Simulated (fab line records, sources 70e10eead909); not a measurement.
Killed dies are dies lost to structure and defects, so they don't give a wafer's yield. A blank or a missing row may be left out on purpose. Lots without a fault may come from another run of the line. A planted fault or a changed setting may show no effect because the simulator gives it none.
A struck lot beside a sound one | flow nand_harc | 22 steps out of a route of 1302
Sound: wafers L549.1, L549.5, L549.6. Struck: wafers L568.2, L568.4, L568.6. The cause comes at the end.
At each step with rows: each side's tool, then ch and its chambers, then its first start. Under that, the readings that differ: sound wafers | struck wafers | difference of the means | sigmas: that difference in standard deviations of wafers without a fault.
alike: readings whose means differ by less than 2 such deviations, and words and numbers that are the same on both sides. not compared: withheld readings, readings that some wafer has no value for, bounds like >300 that may hide the same value, and numbers for which the record gives no deviation and whose values overlap.
The two part at a step that has a row with sigmas, a row that says differs or no value, or rows on one side only. Numbers that don't overlap but have no deviation are shown without sigmas and don't part them. A reading that every wafer of one side lacks parts them only if that side has two wafers or more.

first, 1 step without rows for these wafers: NHARC_A_CONTACT_STRIP_27 (strips in post etch residue remover, time 600 s).
NHARC_A_CONTACT_ALD_18: deposits TiN, target thk 3 nm, pulse time 1 s, ald cycles 150.
  sound on ald_metal-03 ch 0,2,3, day 23 01:25; struck on ald_metal-01 ch 1,2, day 30 21:33
  alike: heater_power_w, precursor_pulse_height_rel
NHARC_A_CONTACT_CVD_19: deposits W, target thk 300 nm, time 802 s.
  sound on cvd_w-01 ch 0,1; struck on cvd_w-01 ch 0,1
  alike: heater_power_w, mfc_ar_sccm, throttle_valve_pct
NHARC_A_CONTACT_CMP_20: polishes, t overpolish 30 s, target thk 300 nm.
  sound on cmp-03 ch 0,1,3, day 23 02:31; struck on cmp-03 ch 0,3, day 30 22:40
  alike: motor_current_A, overpolish_run_s, retaining_ring_pressure_frac, time_to_endpoint_s
then, 1 step without rows for these wafers: NHARC_A_CONTACT_SRD_22.
NHARC_A_CONTACT_INSPECT_23:
  sound on defect_inspect-02, day 23 02:52; struck on defect_inspect-01, day 30 23:03
  alike: raw_defect_count
then, 5 steps without rows for these wafers: NHARC_A_BLC_DEHYDRATE_00 (time 120 s); NHARC_A_BLC_HMDS_01 (time 30 s); NHARC_A_BLC_COAT_02 (time 75 s); NHARC_A_BLC_COAT_03 (time 65 s); NHARC_A_BLC_COAT_04 (resist thk 90 nm).
NHARC_A_BLC_SOFTBAKE_05: time 55 s.
  sound on litho_track-01 ch 0, day 23 02:00; struck on litho_track-06 ch 0, day 30 23:00
  reading                  | sound                | struck               | difference | sigmas
  heater_power_total_W (W) | 188.33 188.34 188.45 | 152.55 152.47 152.43 | -35.89     | -99 or more
  alike: resist_line_temp_C
then, 4 steps without rows for these wafers: NHARC_A_BLC_EBR_06; NHARC_A_BLC_EXPOSE_07 (exposes mask A BLC, target cd 100 nm); NHARC_A_BLC_PEB_08 (peb time 65 s); NHARC_A_BLC_DEVELOP_09 (develop time 35 s).
NHARC_A_BLC_CD_MEAS_10: target cd 100 nm.
  sound on cd_sem-01 ch 0, day 23 03:22; struck on cd_sem-01 ch 0, day 30 23:34
  reading    | sound          | struck            | difference | sigmas
  cd_nm (nm) | 99.5 99.2 99.3 | 102.0 101.1 100.8 | +2.0       | +3
NHARC_A_BLC_OVL_MEAS_11:
  sound on overlay-01, day 23 03:28; struck on overlay-02, day 30 23:38
  reading           | sound       | struck         | difference | sigmas
  overlay_y_nm (nm) | 1.0 1.3 0.7 | -1.7 -1.7 -1.7 | -2.7       | -3
  alike: overlay_x_nm
NHARC_A_BLC_INSPECT_12:
  sound on defect_inspect-02, day 23 03:30; struck on defect_inspect-01, day 30 23:41
  alike: raw_defect_count
NHARC_A_BLC_DESCUM_15: chemistry O2, time 3 s.
  sound on rie_diel-01 ch 1,2,3, day 23 03:34; struck on rie_diel-07 ch 0,2,3, day 30 23:44
  reading                | sound           | struck            | difference | sigmas
  model.A_BLC.cd_nm (nm) | 100 99.48 99.56 | 101.8 100.4 100.1 | +1.1       |
  alike: chamber_pressure_mTorr, drypump_motor_current_A, mfc_ar_sccm, oes_product_au, rf_vpp_V, showerhead_plenum_p_Torr, throttle_valve_pct
  not compared: rf_hours_counter_h
NHARC_A_BLC_ETCH_16: etches the open film in CF4, target depth 39 nm, time 65 s.
  sound on rie_diel-01 ch 0,3, day 23 03:38; struck on rie_diel-07 ch 0,1,2, day 30 23:50
  alike: chamber_pressure_mTorr, drypump_motor_current_A, mfc_ar_sccm, oes_product_au, rf_vpp_V, showerhead_plenum_p_Torr, throttle_valve_pct
  not compared: rf_hours_counter_h, model.A_BLC.cd_nm
NHARC_A_BLC_ETCH_17: etches the open film in N2/H2, target depth 390 nm, time 609.38 s.
  sound on rie_diel-01 ch 1,2,3; struck on rie_diel-07 ch 0,1,2
  reading                        | sound                | struck               | difference | sigmas
  chamber_pressure_mTorr (mTorr) | 29.964 29.953 29.999 | 30.002 30.071 30.022 | +0.060     | +2
  alike: drypump_motor_current_A, mfc_ar_sccm, oes_product_au, rf_vpp_V, showerhead_plenum_p_Torr, throttle_valve_pct
  not compared: rf_hours_counter_h

WHERE THEY PART
First at NHARC_A_BLC_SOFTBAKE_05; last, within this record, at NHARC_A_BLC_ETCH_17.

WHY: what the simulator had put in
Process parameter drift: litho_track-06, from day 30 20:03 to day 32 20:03, at NHARC_A_BLC_SOFTBAKE_05. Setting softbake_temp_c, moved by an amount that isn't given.
